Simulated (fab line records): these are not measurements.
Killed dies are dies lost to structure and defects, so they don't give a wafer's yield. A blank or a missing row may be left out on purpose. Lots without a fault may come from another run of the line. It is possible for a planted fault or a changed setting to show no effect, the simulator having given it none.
fab line records | flow n5Finfet | part 1 of 2: steps 1 to 22 of 29
record lots=5 | wafers=15 | lastDay=18
route steps=1938 shown HKMG_FIN@417
lots that met no fault: taken from a fault-free run of the same line
startH: start of the lot's first displayed wafer, in hours after the record's first day | waitH: hours since the lot's step before | " as in the row above | L1.1+2: one row covering several wafers at once | - either no value or no given start | * or withheld: withheld | < > ~ a bound
route shown NAME@n: a module of which the file shows steps, and the number in the route of the first | usual: mean/standard deviation of fault-free wafers | same: alike in all rows | chamber/n: place in a boat | sites: each site's reading | _std_site: standard deviation across them | _edge_site: the outer-site mean with the inner-site mean subtracted | radiusMm: how far each site lies from the wafer's centre | mask NAME#n: copy n | behind: tool/chamber where the wafer was last shaped | hold: why the lot went on hold/how many hours it stayed there/how the hold came to an end | device: whichever transistor did not switch (one of n, p or np) | end of line: the route-end tests of the same wafers | step lacking rows: just its recipe | killed: not the wafer's yield, but the dies lost to structure and defects at the first sort | map: dies across one wafer; x = killed, . = not, _ = none there
set.NAME: the run value of the setting; set.NAME@STEP: its run value at that earlier step | model.NAME: the simulator's own value behind a step, which no gauge read
lots seen at some steps along the route; tables by step, rows by wafer
services: from which hour (startH, from the record's first day; less than 0 if before it) a tool's chamber was out of use, for how many hours, and why
## steps
# step N5_HKMG_FIN_WET_ETCH_81
# recipe chemistry=SC1 | target=TiN | stopOn=HfO2 | mix=1:1:5 | tempC=60 | timeS=57 | targetDepthNm=6
# usual bathHeatDutyPct=10.3/1.5 | h2o2FlowMLMin=214.3/0.62
lot.wafer | tool        | chamber | startH | waitH | bathHeatDutyPct | h2o2FlowMLMin
L082.1    | wetBench-03 | 1       | 126.76 | 0.0   | 9.5             | 214.5
L082.2    | "           | 7       | "      | "     | 9.3             | 214.6
L082.3    | "           | 6       | "      | "     | 10.1            | 214.4
L091.1    | wetBench-02 | 7       | 177.76 | 0.0   | 10.5            | 214.2
L091.4    | "           | 2       | "      | "     | 10.2            | 214.3
L091.5    | "           | 3       | "      | "     | 12.5            | 214.0
L094.3    | wetBench-03 | 1       | 196.69 | 0.0   | 10.0            | 214.0
L094.5    | "           | 2       | "      | "     | 10.3            | 213.8
L094.6    | "           | 7       | "      | "     | 8.7             | 214.4
L095.1    | wetBench-04 | 1       | 201.40 | 0.0   | 11.7            | 213.0
L095.5    | "           | 4       | "      | "     | 9.2             | 214.5
L095.6    | "           | 5       | "      | "     | 11.2            | 213.9
L096.1    | wetBench-04 | 7       | 208.57 | 0.0   | 10.3            | 214.3
L096.2    | "           | 6       | "      | "     | 8.2             | 214.0
L096.4    | "           | 0       | "      | "     | 11.6            | 214.2
# step N5_HKMG_FIN_WET_ETCH_82
# recipe chemistry=dHCl | mix=1:10000 | tempC=25 | target=La2O3 | stopOn=HfO2 | targetDepthNm=2 | dry=ipaMarangoni | rinseTimeS=30 | rinseTempC=23
# usual bathHeatDutyPct=6.4/0.97
lot.wafer | tool        | chamber | startH | waitH | bathHeatDutyPct
L082.1    | wetBench-03 | 1       | 126.79 | 0.0   | 5.9
L082.2    | "           | 7       | "      | "     | 6.8
L082.3    | "           | 6       | "      | "     | 5.5
L091.1    | wetBench-02 | 7       | 177.80 | 0.0   | 6.3
L091.4    | "           | 2       | "      | "     | 6.0
L091.5    | "           | 3       | "      | "     | 7.7
L094.3    | wetBench-03 | 1       | 196.72 | 0.0   | 6.7
L094.5    | "           | 2       | "      | "     | 6.3
L094.6    | "           | 7       | "      | "     | 5.4
L095.1    | wetBench-04 | 1       | 201.43 | 0.0   | 7.4
L095.5    | "           | 4       | "      | "     | 5.6
L095.6    | "           | 5       | "      | "     | 6.5
L096.1    | wetBench-04 | 7       | 208.60 | 0.0   | 6.0
L096.2    | "           | 6       | "      | "     | 6.1
L096.4    | "           | 0       | "      | "     | 6.9
# step N5_HKMG_FIN_ALD_36
# recipe material=TiN | targetThkA=10 | tempC=400 | aldPrecursorFamily=TiCl4 | aldCoReactant=NH3 | pulseTimeS=1 | purgeTimeS=3 | coReactantPurgeTimeS=2 | coReactantPulseTimeS=2 | aldCycles=47 | pressureTorr=3
# usual heaterPowerW=879/67 | precursorPulseHeightRel=1.002/0.022
# same pulseTimeS=1
lot.wafer | tool        | chamber | startH | waitH | heaterPowerW | precursorPulseHeightRel | sinceWetCleanH
L082.1    | aldMetal-02 | 1       | 126.85 | 0.0   | 889          | 1.029                   | 2867
L082.2    | "           | 2       | "      | "     | 814          | 0.978                   | 2867
L082.3    | "           | 3       | "      | "     | 871          | 0.986                   | 2867
L091.1    | aldMetal-04 | 2       | 177.86 | 0.0   | 1022         | 0.975                   | 4456
L091.4    | "           | 3       | "      | "     | 877          | 0.992                   | 4456
L091.5    | "           | 0       | "      | "     | 843          | 1.000                   | -
L094.3    | aldMetal-04 | 2       | 196.78 | 0.0   | 1010         | 1.012                   | 4475
L094.5    | "           | 2       | "      | "     | 1017         | 1.024                   | -
L094.6    | "           | 1       | "      | "     | 819          | 1.040                   | -
L095.1    | aldMetal-04 | 0       | 201.49 | 0.0   | 845          | 0.991                   | 4480
L095.5    | "           | 2       | "      | "     | 1026         | 1.041                   | -
L095.6    | "           | 1       | "      | "     | 834          | 0.949                   | -
L096.1    | aldMetal-01 | 3       | 208.66 | 0.0   | 818          | 0.987                   | 6025
L096.2    | "           | 1       | "      | "     | 924          | 1.001                   | 6025
L096.4    | "           | 0       | "      | "     | 968          | 0.985                   | 6025
# step N5_HKMG_FIN_THK_MEAS_70
# recipe thkMeasGauge=xrf | reads=HfO2_of_HKMG_FIN_HK_ALD_01
# usual HK_THK=1.570/0.02
lot.wafer | tool         | chamber | startH | waitH | HK_THK[nm]
L082.1    | filmMetro-02 | -       | 127.13 | 0.2   | 1.579
L082.2    | "            | -       | "      | "     | 1.561
L082.3    | "            | -       | "      | "     | 1.555
L091.1    | filmMetro-01 | -       | 178.14 | 0.2   | 1.591
L091.4    | "            | -       | "      | "     | 1.569
L091.5    | "            | -       | "      | "     | 1.573
L094.3    | filmMetro-02 | -       | 197.06 | 0.2   | 1.553
L094.5    | "            | -       | "      | "     | 1.587
L094.6    | "            | -       | "      | "     | 1.548
L095.1    | filmMetro-01 | -       | 201.77 | 0.2   | 1.561
L095.5    | "            | -       | "      | "     | 1.571
L095.6    | "            | -       | "      | "     | 1.563
L096.1    | filmMetro-02 | -       | 208.94 | 0.2   | 1.567
L096.2    | "            | -       | "      | "     | 1.536
L096.4    | "            | -       | "      | "     | 1.565
# step N5_HKMG_FIN_PWFM_ALD_03
# recipe material=TiN | targetThkA=20 | tempC=400 | aldPrecursorFamily=TiCl4 | aldCoReactant=NH3 | pulseTimeS=1 | purgeTimeS=3 | coReactantPurgeTimeS=2 | coReactantPulseTimeS=2 | aldCycles=91 | pressureTorr=3
# usual heaterPowerW=887/67 | precursorPulseHeightRel=1.004/0.021
# same pulseTimeS=1
lot.wafer | tool        | chamber | startH | waitH | heaterPowerW | precursorPulseHeightRel | sinceWetCleanH
L082.1    | aldMetal-01 | 0       | 127.17 | 0.0   | 972          | 0.965                   | 5944
L082.2    | "           | 2       | "      | "     | 932          | 1.017                   | 5944
L082.3    | "           | 3       | "      | "     | 826          | 1.005                   | 5944
L091.1    | aldMetal-01 | 2       | 178.18 | 0.0   | 914          | 1.004                   | 5995
L091.4    | "           | 3       | "      | "     | 799          | 0.994                   | 5995
L091.5    | "           | 3       | "      | "     | 830          | 1.019                   | -
L094.3    | aldMetal-02 | 0       | 197.10 | 0.0   | 793          | 1.002                   | 2937
L094.5    | "           | 2       | "      | "     | 808          | 1.003                   | -
L094.6    | "           | 1       | "      | "     | 895          | 0.969                   | -
L095.1    | aldMetal-01 | 1       | 201.81 | 0.0   | 898          | 1.002                   | 6019
L095.5    | "           | 1       | "      | "     | 919          | 1.013                   | -
L095.6    | "           | 0       | "      | "     | 988          | 0.991                   | -
L096.1    | aldMetal-02 | 3       | 208.98 | 0.0   | 878          | 1.017                   | 2949
L096.2    | "           | 2       | "      | "     | 799          | 1.024                   | 2949
L096.4    | "           | 0       | "      | "     | 768          | 1.045                   | 2949
# step N5_HKMG_FIN_COAT_29
# recipe resist=SOC | tempC=250 | timeS=60 | spinRpm=1500 | resistThkNm=300
lot.wafer  | tool          | chamber | startH | waitH
L082.1+2+3 | lithoTrack-03 | 0       | 127.64 | 0.2
L091.1+4+5 | lithoTrack-03 | 0       | 178.65 | 0.2
L094.3+5+6 | lithoTrack-02 | 0       | 197.57 | 0.2
L095.1+5+6 | lithoTrack-03 | 0       | 202.28 | 0.2
L096.1+2+4 | lithoTrack-01 | 0       | 209.45 | 0.2
# step N5_HKMG_FIN_COAT_30
# recipe resist=SiARC | tempC=220 | timeS=60 | spinRpm=1500 | resistThkNm=35
lot.wafer  | tool          | chamber | startH | waitH
L082.1+2+3 | lithoTrack-03 | 0       | -      | -
L091.1+4+5 | lithoTrack-03 | 0       | -      | -
L094.3+5+6 | lithoTrack-02 | 0       | -      | -
L095.1+5+6 | lithoTrack-03 | 0       | -      | -
L096.1+2+4 | lithoTrack-01 | 0       | -      | -
# step N5_HKMG_FIN_COAT_06
# recipe resist=CAR-ArF | spinRpm=1500 | resistThkNm=90
lot.wafer  | tool          | chamber | startH | waitH
L082.1+2+3 | lithoTrack-03 | 0       | -      | -
L091.1+4+5 | lithoTrack-03 | 0       | -      | -
L094.3+5+6 | lithoTrack-02 | 0       | -      | -
L095.1+5+6 | lithoTrack-03 | 0       | -      | -
L096.1+2+4 | lithoTrack-01 | 0       | -      | -
# step N5_HKMG_FIN_EBR_08
# recipe solvent=PGMEA | ebrWidthMm=1.5
lot.wafer  | tool          | chamber | startH | waitH
L082.1+2+3 | lithoTrack-03 | 0       | -      | -
L091.1+4+5 | lithoTrack-03 | 0       | -      | -
L094.3+5+6 | lithoTrack-02 | 0       | -      | -
L095.1+5+6 | lithoTrack-03 | 0       | -      | -
L096.1+2+4 | lithoTrack-01 | 0       | -      | -
# step N5_HKMG_FIN_SOFTBAKE_07
# recipe tempC=110 | timeS=60 | resist=CAR-ArF
lot.wafer  | tool          | chamber | startH | waitH
L082.1+2+3 | lithoTrack-03 | 0       | -      | -
L091.1+4+5 | lithoTrack-03 | 0       | -      | -
L094.3+5+6 | lithoTrack-02 | 0       | -      | -
L095.1+5+6 | lithoTrack-03 | 0       | -      | -
L096.1+2+4 | lithoTrack-01 | 0       | -      | -
# step N5_HKMG_FIN_EXPOSE_09
# recipe maskId=NWFM | na=1.35 | sourceShape=conventional | sigmaOuter=0.8 | polarization=unpolarized | doseMj=39.25
# same na=1.35 | sigmaOuter=0.8
lot.wafer  | tool           | chamber | startH | waitH | mask
L082.1+2+3 | arfiScanner-01 | 0       | 127.76 | -     | NWFM#0
L091.1+4+5 | arfiScanner-03 | 0       | 178.89 | -     | NWFM#0
L094.3+5+6 | arfiScanner-03 | 0       | 197.82 | -     | NWFM#0
L095.1+5+6 | arfiScanner-03 | 0       | 202.40 | -     | NWFM#0
L096.1+2+4 | arfiScanner-01 | 0       | 209.69 | -     | NWFM#0
# step N5_HKMG_FIN_PEB_10
# recipe pebTempC=withheld | pebTimeS=60 | resist=CAR-ArF
lot.wafer  | tool          | chamber | startH | waitH
L082.1+2+3 | lithoTrack-03 | 0       | 127.81 | 0.1
L091.1+4+5 | lithoTrack-02 | 0       | 178.95 | 0.1
L094.3+5+6 | lithoTrack-03 | 0       | 197.87 | 0.0
L095.1+5+6 | lithoTrack-02 | 0       | 202.45 | 0.1
L096.1+2+4 | lithoTrack-02 | 0       | 209.75 | 0.1
# step N5_HKMG_FIN_DEVELOP_11
# recipe developTimeS=30 | developer=TMAH | resist=CAR-ArF | devTempC=23 | rinseLiquid=diw | dry=airSpin
lot.wafer  | tool          | chamber | startH | waitH
L082.1+2+3 | lithoTrack-03 | 0       | -      | -
L091.1+4+5 | lithoTrack-02 | 0       | -      | -
L094.3+5+6 | lithoTrack-03 | 0       | -      | -
L095.1+5+6 | lithoTrack-02 | 0       | -      | -
L096.1+2+4 | lithoTrack-02 | 0       | -      | -
# step N5_HKMG_FIN_CD_MEAS_12
# recipe targetCdNm=92.8 | landingEnergyEv=500 | detector=seInlens
# usual cdNm=92.7/0.77
lot.wafer | tool     | chamber | startH | waitH | cdNm
L082.1    | cdSem-02 | 0       | 127.88 | -     | 91.7
L082.2    | "        | 0       | "      | "     | 91.6
L082.3    | "        | 0       | "      | "     | 92.8
L091.1    | cdSem-01 | 0       | 179.01 | -     | 91.5
L091.4    | "        | 0       | "      | "     | 92.0
L091.5    | "        | 0       | "      | "     | 92.4
L094.3    | cdSem-01 | 0       | 197.94 | -     | 92.7
L094.5    | "        | 0       | "      | "     | 92.4
L094.6    | "        | 0       | "      | "     | 93.2
L095.1    | cdSem-03 | 0       | 202.52 | -     | 92.4
L095.5    | "        | 0       | "      | "     | 91.9
L095.6    | "        | 0       | "      | "     | 92.9
L096.1    | cdSem-02 | 0       | 209.82 | -     | 92.7
L096.2    | "        | 0       | "      | "     | 93.1
L096.4    | "        | 0       | "      | "     | 93.2
# step N5_HKMG_FIN_OVL_MEAS_13
# recipe pointsPerWafer=44
# usual NWFM_OVL=0.9/0.73
lot.wafer | tool       | chamber | startH | waitH | NWFM_OVL[nm]
L082.1    | overlay-01 | 0       | 127.91 | 0.0   | 0.5
L082.2    | "          | 0       | "      | "     | 0.2
L082.3    | "          | 0       | "      | "     | 1.7
L091.1    | overlay-02 | 0       | 179.04 | 0.0   | 0.5
L091.4    | "          | 0       | "      | "     | 0.4
L091.5    | "          | 0       | "      | "     | 0.3
L094.3    | overlay-01 | 0       | 197.97 | 0.0   | 1.0
L094.5    | "          | 0       | "      | "     | 0.3
L094.6    | "          | 0       | "      | "     | 0.1
L095.1    | overlay-02 | 0       | 202.55 | 0.0   | 3.3
L095.5    | "          | 0       | "      | "     | 1.8
L095.6    | "          | 0       | "      | "     | 2.6
L096.1    | overlay-01 | 0       | 209.85 | 0.0   | -0.1
L096.2    | "          | 0       | "      | "     | 1.0
L096.4    | "          | 0       | "      | "     | 0.6
# step N5_HKMG_FIN_INSPECT_14
# recipe mode=adi | inspectInstrument=macro
# usual rawDefectCount=2.1/1.3
lot.wafer | tool             | chamber | startH | waitH | rawDefectCount
L082.1    | defectInspect-02 | -       | 127.94 | 0.0   | 4
L082.2    | "                | -       | "      | "     | 2
L082.3    | "                | -       | "      | "     | 4
L091.1    | defectInspect-02 | -       | 179.07 | 0.0   | 4
L091.4    | "                | -       | "      | "     | 1
L091.5    | "                | -       | "      | "     | 1
L094.3    | defectInspect-01 | -       | 197.99 | 0.0   | 5
L094.5    | "                | -       | "      | "     | 3
L094.6    | "                | -       | "      | "     | 2
L095.1    | defectInspect-02 | -       | 202.57 | 0.0   | 2
L095.5    | "                | -       | "      | "     | 2
L095.6    | "                | -       | "      | "     | 5
L096.1    | defectInspect-02 | -       | 209.87 | 0.0   | 1
L096.2    | "                | -       | "      | "     | 5
L096.4    | "                | -       | "      | "     | 1
# step N5_HKMG_FIN_DESCUM_17
# recipe chemistry=O2 | timeS=7.9 | sourcePowerW=50 | biasPowerW=20 | pressureMtorr=20 | rfFrequencyHz=2.712e+07 | tempC=40 | resist=CAR-ArF | o2FlowSccm=225
# usual drypumpMotorCurrentA=5.6/0.39 | o2FlowSccm=224.9/0.69 | oesProductAu=0.80/0.09 | rfVppV=243.5/1.3 | showerheadPlenumPTorr=2.11/0.063 | throttleValvePct=20.32/0.21
lot.wafer | tool       | chamber | startH | waitH | drypumpMotorCurrentA | o2FlowSccm | oesProductAu | rfHoursCounterH | rfVppV | showerheadPlenumPTorr | throttleValvePct
L082.1    | rieDiel-02 | 1       | 127.97 | 0.0   | 5.4                  | 225.6      | 0.67         | 245             | 245.4  | 2.12                  | 20.60
L082.2    | "          | 0       | "      | "     | 5.4                  | 225.7      | 0.81         | 92              | 245.0  | 2.11                  | 20.16
L082.3    | "          | 2       | "      | "     | 6.6                  | 225.8      | 0.79         | 132             | 241.7  | 2.03                  | 20.38
L091.1    | rieDiel-05 | 2       | 179.10 | 0.0   | 5.8                  | 225.3      | 0.70         | 195             | 244.3  | 2.15                  | 19.94
L091.4    | "          | 0       | "      | "     | 5.5                  | 224.5      | 0.86         | -               | 244.0  | 2.22                  | 20.28
L091.5    | "          | 3       | "      | "     | 5.7                  | 224.9      | 0.70         | -               | 243.6  | 2.09                  | 20.44
L094.3    | rieDiel-02 | 3       | 198.02 | 0.0   | 5.5                  | 225.5      | 0.88         | 47              | 242.8  | 2.05                  | 20.46
L094.5    | "          | 0       | "      | "     | 5.4                  | 224.2      | 0.79         | -               | 243.5  | 2.10                  | 20.20
L094.6    | "          | 1       | "      | "     | 5.4                  | 224.7      | 0.92         | -               | 244.2  | 2.11                  | 20.23
L095.1    | rieDiel-05 | 3       | 202.61 | 0.0   | 5.7                  | 224.7      | 0.69         | 216             | 243.0  | 2.09                  | 20.46
L095.5    | "          | 2       | "      | "     | 5.8                  | 225.1      | 0.69         | -               | 242.9  | 2.15                  | 19.97
L095.6    | "          | 3       | "      | "     | 5.7                  | 225.0      | 0.70         | -               | 242.8  | 2.09                  | 20.44
L096.1    | rieDiel-04 | 1       | 209.91 | 0.0   | 5.4                  | 225.4      | 0.90         | 16              | 241.9  | 2.06                  | 20.01
L096.2    | "          | 0       | "      | "     | 5.9                  | 224.9      | 0.76         | 183             | 243.3  | 2.08                  | 20.32
L096.4    | "          | 2       | "      | "     | 5.7                  | 225.4      | 0.72         | 188             | 244.2  | 2.17                  | 20.59
# step N5_HKMG_FIN_ETCH_31
# recipe chemistry=CF4 | target=SiARC | targetDepthA=455 | maskMaterial=CAR-ArF | timeS=75.8 | ionEnergyEv=80 | pressureMtorr=40 | sourceW=545 | biasW=36 | Ar_flow_sccm=100 | cf4FlowSccm=100 | ends=cleared
# usual drypumpMotorCurrentA=5.6/0.39 | etchRfOnTimeS=76.2/1.2 | oesProductAu=0.68/0.076 | rfVppV=184.3/1.1 | showerheadPlenumPTorr=2.16/0.065 | throttleValvePct=15.51/0.21
lot.wafer | tool       | chamber | startH | waitH | drypumpMotorCurrentA | etchRfOnTimeS | oesProductAu | rfHoursCounterH | rfVppV | showerheadPlenumPTorr | throttleValvePct
L082.1    | rieDiel-02 | 1       | 128.00 | 0.0   | 5.4                  | 78.2          | 0.58         | 245             | 183.6  | 2.20                  | 16.02
L082.2    | "          | 0       | "      | "     | 5.4                  | 77.0          | 0.68         | 92              | 184.3  | 2.17                  | 15.40
L082.3    | "          | 2       | "      | "     | 6.6                  | 76.8          | 0.66         | 132             | 183.1  | 2.06                  | 15.46
L091.1    | rieDiel-05 | 2       | 179.14 | 0.0   | 5.8                  | 76.0          | 0.61         | 195             | 184.9  | 2.21                  | 15.33
L091.4    | "          | 0       | "      | "     | 5.6                  | 76.0          | 0.74         | -               | 185.4  | 2.26                  | 15.50
L091.5    | "          | 3       | "      | "     | 5.7                  | 76.6          | 0.61         | -               | 184.7  | 2.13                  | 15.58
L094.3    | rieDiel-02 | 3       | 198.06 | 0.0   | 5.5                  | 76.9          | 0.75         | 47              | 184.7  | 2.11                  | 15.63
L094.5    | "          | 0       | "      | "     | 5.4                  | 76.6          | 0.67         | -               | 183.9  | 2.16                  | 15.44
L094.6    | "          | 1       | "      | "     | 5.4                  | 75.6          | 0.78         | -               | 184.7  | 2.19                  | 15.55
L095.1    | rieDiel-05 | 3       | 202.64 | 0.0   | 5.7                  | 77.2          | 0.60         | 216             | 182.4  | 2.13                  | 15.59
L095.5    | "          | 2       | "      | "     | 5.8                  | 76.1          | 0.59         | -               | 185.7  | 2.20                  | 15.32
L095.6    | "          | 3       | "      | "     | 5.7                  | 77.6          | 0.59         | -               | 184.2  | 2.13                  | 15.59
L096.1    | rieDiel-04 | 1       | 209.94 | 0.0   | 5.4                  | 75.4          | 0.78         | 16              | 184.4  | 2.09                  | 15.03
L096.2    | "          | 0       | "      | "     | 5.9                  | 76.2          | 0.63         | 183             | 183.3  | 2.13                  | 15.54
L096.4    | "          | 2       | "      | "     | 5.7                  | 72.2          | 0.63         | 188             | 183.8  | 2.22                  | 15.82
# step N5_HKMG_FIN_ETCH_32
# recipe chemistry=N2/H2 | target=SOC | targetDepthA=2400 | tempC=40 | timeS=300 | ionEnergyEv=200 | maskMaterial=SiARC | pressureMtorr=30 | sourceW=840 | biasW=150 | n2FlowSccm=200 | h2FlowSccm=200
# usual drypumpMotorCurrentA=5.7/0.39 | oesProductAu=0.79/0.087 | rfVppV=524.5/2.4 | showerheadPlenumPTorr=2.57/0.086 | throttleValvePct=17.73/0.24
lot.wafer | tool       | chamber | startH | waitH | drypumpMotorCurrentA | oesProductAu | rfHoursCounterH | rfVppV | showerheadPlenumPTorr | throttleValvePct
L082.1    | rieDiel-02 | 1       | 128.06 | 0.0   | 5.4                  | 0.67         | 245             | 526.6  | 2.62                  | 18.26
L082.2    | "          | 0       | "      | "     | 5.4                  | 0.81         | 92              | 524.5  | 2.57                  | 17.57
L082.3    | "          | 2       | "      | "     | 6.6                  | 0.78         | 132             | 522.0  | 2.44                  | 17.69
L091.1    | rieDiel-05 | 2       | 179.19 | 0.0   | 5.8                  | 0.70         | 196             | 527.5  | 2.62                  | 17.38
L091.4    | "          | 0       | "      | "     | 5.6                  | 0.86         | -               | 530.2  | 2.71                  | 17.81
L091.5    | "          | 3       | "      | "     | 5.7                  | 0.71         | -               | 523.8  | 2.50                  | 17.58
L094.3    | rieDiel-02 | 3       | 198.12 | 0.0   | 5.5                  | 0.87         | 47              | 521.9  | 2.49                  | 17.85
L094.5    | "          | 0       | "      | "     | 5.4                  | 0.80         | -               | 525.4  | 2.56                  | 17.61
L094.6    | "          | 1       | "      | "     | 5.4                  | 0.92         | -               | 527.5  | 2.61                  | 17.86
L095.1    | rieDiel-05 | 3       | 202.70 | 0.0   | 5.7                  | 0.70         | 216             | 522.6  | 2.50                  | 17.60
L095.5    | "          | 2       | "      | "     | 5.8                  | 0.69         | -               | 526.3  | 2.62                  | 17.40
L095.6    | "          | 3       | "      | "     | 5.7                  | 0.69         | -               | 522.7  | 2.50                  | 17.59
L096.1    | rieDiel-04 | 1       | 210.00 | 0.0   | 5.4                  | 0.90         | 16              | 522.0  | 2.51                  | 17.53
L096.2    | "          | 0       | "      | "     | 5.9                  | 0.74         | 183             | 524.5  | 2.54                  | 17.75
L096.4    | "          | 2       | "      | "     | 5.7                  | 0.74         | 188             | 526.3  | 2.63                  | 18.13
# step N5_HKMG_FIN_STRIP_33
# recipe chemistry=N2/H2 | tempC=40 | n2FlowSccm=200 | h2FlowSccm=200 | rfFrequencyHz=6e+07
lot.wafer  | tool       | chamber | startH | waitH
L082.1+2+3 | rieDiel-02 | 1,0,2   | 128.24 | 0.1
L091.1+4+5 | rieDiel-05 | 2,0,3   | 179.37 | 0.1
L094.3+5+6 | rieDiel-02 | 3,0,1   | 198.30 | 0.1
L095.1+5+6 | rieDiel-05 | 3,2,3   | 202.88 | 0.1
L096.1+2+4 | rieDiel-04 | 1,0,2   | 210.18 | 0.1
# step N5_HKMG_FIN_STRIP_34
# recipe chemistry=CF4 | resist=SiARC | powerW=300 | biasPowerW=75 | pressureMtorr=50 | cf4FlowSccm=150 | rfFrequencyHz=6e+07
# usual drypumpMotorCurrentA=5.6/0.39 | oesProductAu=0.79/0.086 | rfVppV=271.5/1.4 | showerheadPlenumPTorr=1.81/0.056 | throttleValvePct=13.50/0.22
lot.wafer | tool       | chamber | startH | waitH | drypumpMotorCurrentA | oesProductAu | rfHoursCounterH | rfVppV | showerheadPlenumPTorr | throttleValvePct
L082.1    | rieDiel-02 | 1       | 128.25 | 0.0   | 5.4                  | 0.68         | 245             | 272.2  | 1.84                  | 14.02
L082.2    | "          | 0       | "      | "     | 5.4                  | 0.80         | 92              | 270.0  | 1.82                  | 13.36
L082.3    | "          | 2       | "      | "     | 6.6                  | 0.77         | 132             | 270.2  | 1.73                  | 13.44
L091.1    | rieDiel-05 | 2       | 179.38 | 0.0   | 5.8                  | 0.70         | 196             | 272.2  | 1.85                  | 13.35
L091.4    | "          | 0       | "      | "     | 5.6                  | 0.85         | -               | 273.4  | 1.91                  | 13.51
L091.5    | "          | 3       | "      | "     | 5.7                  | 0.70         | -               | 271.4  | 1.79                  | 13.61
L094.3    | rieDiel-02 | 3       | 198.31 | 0.0   | 5.5                  | 0.87         | 47              | 269.8  | 1.76                  | 13.56
L094.5    | "          | 0       | "      | "     | 5.4                  | 0.78         | -               | 272.5  | 1.81                  | 13.43
L094.6    | "          | 1       | "      | "     | 5.4                  | 0.90         | -               | 272.0  | 1.84                  | 13.47
L095.1    | rieDiel-05 | 3       | 202.89 | 0.0   | 5.7                  | 0.70         | 216             | 272.2  | 1.79                  | 13.63
L095.5    | "          | 2       | "      | "     | 5.8                  | 0.69         | -               | 272.5  | 1.84                  | 13.38
L095.6    | "          | 3       | "      | "     | 5.7                  | 0.70         | -               | 270.4  | 1.79                  | 13.62
L096.1    | rieDiel-04 | 1       | 210.19 | 0.0   | 5.4                  | 0.90         | 16              | 270.1  | 1.74                  | 12.98
L096.2    | "          | 0       | "      | "     | 5.9                  | 0.75         | 183             | 270.7  | 1.78                  | 13.56
L096.4    | "          | 2       | "      | "     | 5.7                  | 0.72         | 188             | 272.9  | 1.86                  | 13.78
# step N5_HKMG_FIN_ETCH_35
# recipe chemistry=N2/H2 | target=SOC | targetDepthA=2158 | ionEnergyEv=65 | biasW=5 | sourceW=3000 | timeS=243.4 | pressureMtorr=30 | n2FlowSccm=200 | h2FlowSccm=200
# usual drypumpMotorCurrentA=5.7/0.39 | oesProductAu=0.79/0.088 | rfVppV=141.8/1.1 | showerheadPlenumPTorr=2.57/0.086 | throttleValvePct=17.74/0.24
lot.wafer | tool       | chamber | startH | waitH | drypumpMotorCurrentA | oesProductAu | rfHoursCounterH | rfVppV | showerheadPlenumPTorr | throttleValvePct
L082.1    | rieDiel-02 | 1       | 128.27 | 0.0   | 5.4                  | 0.66         | 245             | 142.1  | 2.62                  | 18.26
L082.2    | "          | 0       | "      | "     | 5.4                  | 0.81         | 92              | 141.7  | 2.57                  | 17.57
L082.3    | "          | 2       | "      | "     | 6.6                  | 0.77         | 132             | 140.8  | 2.44                  | 17.68
L091.1    | rieDiel-05 | 2       | 179.40 | 0.0   | 5.8                  | 0.70         | 196             | 144.2  | 2.62                  | 17.39
L091.4    | "          | 0       | "      | "     | 5.6                  | 0.86         | -               | 143.1  | 2.71                  | 17.81
L091.5    | "          | 3       | "      | "     | 5.7                  | 0.70         | -               | 141.3  | 2.50                  | 17.58
L094.3    | rieDiel-02 | 3       | 198.33 | 0.0   | 5.5                  | 0.88         | 47              | 141.8  | 2.49                  | 17.86
L094.5    | "          | 0       | "      | "     | 5.4                  | 0.79         | -               | 140.4  | 2.56                  | 17.62
L094.6    | "          | 1       | "      | "     | 5.4                  | 0.91         | -               | 142.5  | 2.61                  | 17.88
L095.1    | rieDiel-05 | 3       | 202.91 | 0.0   | 5.7                  | 0.70         | 216             | 142.6  | 2.50                  | 17.60
L095.5    | "          | 2       | "      | "     | 5.8                  | 0.70         | -               | 143.1  | 2.62                  | 17.40
L095.6    | "          | 3       | "      | "     | 5.7                  | 0.70         | -               | 142.1  | 2.50                  | 17.59
L096.1    | rieDiel-04 | 1       | 210.21 | 0.0   | 5.4                  | 0.90         | 16              | 141.3  | 2.51                  | 17.53
L096.2    | "          | 0       | "      | "     | 5.9                  | 0.73         | 183             | 142.2  | 2.54                  | 17.77
L096.4    | "          | 2       | "      | "     | 5.6                  | 0.74         | 188             | 142.5  | 2.63                  | 18.13
